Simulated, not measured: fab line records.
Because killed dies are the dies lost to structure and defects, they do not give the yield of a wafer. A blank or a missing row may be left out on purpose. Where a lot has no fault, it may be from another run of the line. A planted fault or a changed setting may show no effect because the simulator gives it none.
Chamber matching    flow n5 finfet    N5_BEOL_M15_ETCH_57 on rie diel-02: 4 sister chambers
The step etches SOC in N2/H2, time 750 s. 16 wafers are shown with their chamber, then 8 later ones without.

WAFERS PAIRED WITH THEIR CHAMBERS
wafer   chamber  showerhead plenum p Torr (Torr)  throttle valve pct (%)  oes product au (a.u.)
L074.2  1        2.65                             18.2                    0.69
L074.4  3        2.71                             17.8                    0.86
L074.5  1        2.65                             18.2                    0.69
L076.1  2        2.50                             17.8                    0.94
L076.2  1        2.64                             18.3                    0.69
L076.6  2        2.50                             17.8                    0.95
L083.1  1        2.64                             18.3                    0.69
L083.2  3        2.70                             17.8                    0.84
L083.3  2        2.49                             17.8                    0.92
L080.1  1        2.64                             18.3                    0.69
L080.2  3        2.70                             17.8                    0.84
L080.6  0        2.51                             18.0                    0.71
L085.1  3        2.70                             17.8                    0.83
L085.2  2        2.49                             17.8                    0.91
L085.6  3        2.70                             17.8                    0.83
L086.4  2        2.49                             17.8                    0.89

SIGNATURES (means of the wafers above)
reading                   chamber 0  chamber 1  chamber 2  chamber 3  scatter within a chamber
showerhead plenum p Torr  2.5100     2.6440     2.4940     2.7020     0.00516
throttle valve pct        18.000     18.260     17.800     17.800     0.0316
oes product au            0.7100     0.6900     0.9220     0.8400     0.0155
Rule: for a wafer and a chamber, the distance is found by dividing, reading by reading, the gap between the wafer's reading and the chamber's mean by the reading's scatter, squaring, summing and taking the root. If the next closest chamber is less than 2 further off than the closest, the wafer can't be placed; otherwise it belongs to the closest. The scatter: the root of (the sum of the squares of (reading less its chamber's mean) over the shown wafers, divided by (wafers less chambers)).

WAFERS WITH NO CHAMBER GIVEN
wafer   showerhead plenum p Torr (Torr)  throttle valve pct (%)  oes product au (a.u.)
L086.5  2.70                             17.8                    0.82
L086.6  2.49                             17.8                    0.90
L091.1  2.50                             18.0                    0.70
L091.3  2.49                             17.8                    0.89
L091.4  2.69                             17.8                    0.82
L094.2  2.49                             17.8                    0.88
L094.5  2.63                             18.3                    0.68
L094.6  2.49                             17.8                    0.88

WHICH CHAMBER EACH ONE RAN IN
wafer   from the rows above  in truth
L086.5  3                    3
L086.6  2                    2
L091.1  0                    0
L091.3  2                    2
L091.4  3                    3
L094.2  2                    2
L094.5  1                    1
L094.6  2                    2
Placed correctly: 8 of 8. Number that these rows cannot place: 0. Number placed wrongly: 0.
